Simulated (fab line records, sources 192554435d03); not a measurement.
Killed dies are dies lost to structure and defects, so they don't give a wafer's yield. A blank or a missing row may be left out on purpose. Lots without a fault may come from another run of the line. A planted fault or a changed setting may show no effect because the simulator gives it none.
Chamber matching | flow n5_finfet | N5_BEOL_M5_STRIP_19 on rie_diel-02: 4 sister chambers
The step strips in O2. 22 wafers are shown with their chamber, then 11 later ones without.

WAFERS WITH THEIR CHAMBER
wafer  | chamber | showerhead_plenum_p_Torr (Torr) | throttle_valve_pct (%) | drypump_motor_current_A (A)
L075.3 | 1       | 2.11                            | 16.72                  | 5.9
L075.4 | 3       | 2.07                            | 17.02                  | 5.7
L075.6 | 0       | 2.15                            | 16.63                  | 5.8
L074.1 | 1       | 2.11                            | 16.73                  | 5.9
L074.2 | 0       | 2.15                            | 16.63                  | 5.8
L074.3 | 2       | 2.12                            | 16.55                  | 5.7
L074.4 | 3       | 2.07                            | 17.03                  | 5.8
L074.5 | 3       | 2.07                            | 17.03                  | 5.7
L074.6 | 2       | 2.12                            | 16.55                  | 5.7
L077.4 | 3       | 2.07                            | 17.02                  | 5.7
L077.5 | 2       | 2.12                            | 16.55                  | 5.6
L077.6 | 0       | 2.15                            | 16.62                  | 5.8
L079.2 | 1       | 2.11                            | 16.71                  | 5.9
L079.3 | 0       | 2.15                            | 16.65                  | 5.8
L079.6 | 1       | 2.11                            | 16.73                  | 5.9
L085.1 | 2       | 2.11                            | 16.14                  | 5.7
L085.3 | 0       | 2.14                            | 16.67                  | 5.8
L085.4 | 0       | 2.14                            | 16.68                  | 5.9
L088.1 | 1       | 2.10                            | 16.78                  | 5.9
L088.2 | 2       | 2.11                            | 16.14                  | 5.6
L088.3 | 0       | 2.14                            | 16.69                  | 5.8
L088.4 | 0       | 2.14                            | 16.70                  | 5.9

SIGNATURES (means of the wafers above)
reading                  | chamber 0 | chamber 1 | chamber 2 | chamber 3 | scatter within a chamber
showerhead_plenum_p_Torr | 2.1450    | 2.1080    | 2.1160    | 2.0700    | 0.00471
throttle_valve_pct       | 16.6588   | 16.7340   | 16.3860   | 17.0250   | 0.108
drypump_motor_current_A  | 5.825     | 5.900     | 5.660     | 5.725     | 0.0438
Rule: a wafer's distance from a chamber is the root of the sum, over the readings, of the square of ((its reading less the chamber's mean) divided by the reading's scatter). The wafer belongs to the nearest chamber; if the next one is less than 2 further off, it can't be placed. The scatter: the root of (the sum of the squares of (reading less its chamber's mean) over the shown wafers, divided by (wafers less chambers)).

WAFERS WITHOUT THEIR CHAMBER
wafer  | showerhead_plenum_p_Torr (Torr) | throttle_valve_pct (%) | drypump_motor_current_A (A)
L088.5 | 2.11                            | 16.15                  | 5.6
L088.6 | 2.10                            | 16.78                  | 5.9
L093.1 | 2.14                            | 16.71                  | 5.9
L093.3 | 2.11                            | 16.14                  | 5.7
L093.4 | 2.14                            | 16.71                  | 5.8
L096.4 | 2.10                            | 16.17                  | 5.7
L096.5 | 2.14                            | 16.71                  | 5.9
L096.6 | 2.06                            | 16.61                  | 5.8
L097.1 | 2.10                            | 16.17                  | 5.7
L097.4 | 2.13                            | 16.73                  | 5.9
L097.5 | 2.06                            | 16.64                  | 5.7

WHICH CHAMBER EACH WENT THROUGH
wafer  | from the rows above     | in truth
L088.5 | 2                       | 2
L088.6 | 1                       | 1
L093.1 | 0                       | 0
L093.3 | 2                       | 2
L093.4 | 0                       | 0
L096.4 | 2                       | 2
L096.5 | 0                       | 0
L096.6 | 3                       | 3
L097.1 | 2                       | 2
L097.4 | can't be placed: 0 or 1 | 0
L097.5 | 3                       | 3
Placed correctly: 10 of 11. Can't be placed from these rows: 1 (the true chamber is among the candidates in 1). Placed wrongly: 0.
